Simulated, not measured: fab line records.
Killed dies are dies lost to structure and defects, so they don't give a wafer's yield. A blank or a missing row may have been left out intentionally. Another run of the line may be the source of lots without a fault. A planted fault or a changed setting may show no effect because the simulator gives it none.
Split-lot experiment | flow n5_finfet | on a route of 1938 steps: 7 lots, 21 wafers read

## ABOUT THE SPLIT
At N5_BEOL_M2_ALD_98 (deposits SiO2, target thk 2.5 nm, pulse time 1 s, co reactant pulse time 1 s), the setting ald_cycles was moved away from the recipe's 17 on 4 of the 21 wafers read, by -17.6% to +5.9%. This setting was run at the recipe's value on the other wafers.

Reading taken at the split's own step.

## THE READING
SiO2_of_BEOL_M2_ALD_98.thk_nm (the simulator's own value, which no gauge read), in nm, at N5_BEOL_M2_ALD_98 (deposits SiO2, target thk 2.5 nm, pulse time 1 s, co reactant pulse time 1 s). There is no usual value for it anywhere in the file. Here, 17 wafers ran the recipe; their average is 2.6 nm with a standard deviation of 0.076 nm.

wafer  | tool, chamber at the split | ald_cycles as run | against the recipe | SiO2_of_BEOL_M2_ALD_98.thk_nm, nm | against lot-mates on the recipe
L077.1 | ald_sin-02, 2              | 17                | recipe             | 2.4                               | -
L077.2 | ald_sin-02, 3,0            | 17                | recipe             | 2.6                               | -
L077.3 | ald_sin-02, 3,0            | 17                | recipe             | 2.6                               | -
L081.1 | ald_sin-01, 0,1,3          | 17                | recipe             | 2.6                               | -
L081.4 | ald_sin-01, 0,1,3          | 17                | recipe             | 2.6                               | -
L081.5 | ald_sin-01, 0,1,3          | 17                | recipe             | 2.6                               | -
L084.4 | ald_sin-01, 0              | 17                | recipe             | 2.4                               | -
L084.5 | ald_sin-01, 1,0            | 18                | +5.9%              | 2.6                               | +0.2
L084.6 | ald_sin-01, 1,0            | 18                | +5.9%              | 2.6                               | +0.2
L086.1 | ald_sin-04, 1,3,2          | 17                | recipe             | 2.6                               | -
L086.3 | ald_sin-04, 1,3,2          | 17                | recipe             | 2.6                               | -
L086.5 | ald_sin-04, 1,3,2          | 17                | recipe             | 2.6                               | -
L088.4 | ald_sin-04, 1              | 17                | recipe             | 2.4                               | -
L088.5 | ald_sin-04, 3,0            | 14                | -17.6%             | 2                                 | -0.4
L088.6 | ald_sin-04, 3,0            | 14                | -17.6%             | 2                                 | -0.4
L091.1 | ald_sin-02, 0,3,1          | 17                | recipe             | 2.6                               | -
L091.2 | ald_sin-02, 0,3,1          | 17                | recipe             | 2.6                               | -
L091.5 | ald_sin-02, 0,3,1          | 17                | recipe             | 2.6                               | -
L094.1 | ald_sin-04, 1,3,2          | 17                | recipe             | 2.6                               | -
L094.3 | ald_sin-04, 1,3,2          | 17                | recipe             | 2.6                               | -
L094.5 | ald_sin-04, 1,3,2          | 17                | recipe             | 2.6                               | -
When a row names more than one chamber, that row covers several wafers, and the file does not tell which wafer ran in which chamber.

THE FIT
A straight line over all 21 wafers: SiO2_of_BEOL_M2_ALD_98.thk_nm changes by +0.0288 nm for each +1% of ald_cycles; r = +0.90; the points scatter about the line by 0.084 nm.
The same after taking each lot's own level away (the mean of its wafers on the recipe; 21 wafers): +0.0241 nm for each +1%; r = +0.96; scatter 0.042 nm.
The reading moves by 0.42 nm for the largest change in ald_cycles, on that fit.
Across the lots, their own levels run from 2.40 to 2.60 nm, a range of 2.6 times the standard deviation given above.
Hence the slope depends on the lot-to-lot level, as the two fits are not the same.
Check: for one of the wafers moved furthest among these (-17.6%), held out of the fit, the line's prediction against its lot-mates is -0.431 nm. Against them it came out at -0.4 nm.

## FURTHER SPLITS ON THESE WAFERS
Other splits were also applied to these wafers ahead of the reading. Each is held against what the fit with the lots' levels taken away leaves over:
other split on the same wafers | wafers away from the commonest value | r with SiO2_of_BEOL_M2_ALD_98.thk_nm (lot level and that fit taken away)
N5_BEOL_M1_ILD_DEP_00 time_s   | 11                                   | +0.29

## FILE'S OWN FIT
SiO2_of_BEOL_M2_ALD_98.thk_nm changes by +0.0238 nm for each +1% of ald_cycles, r = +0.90.
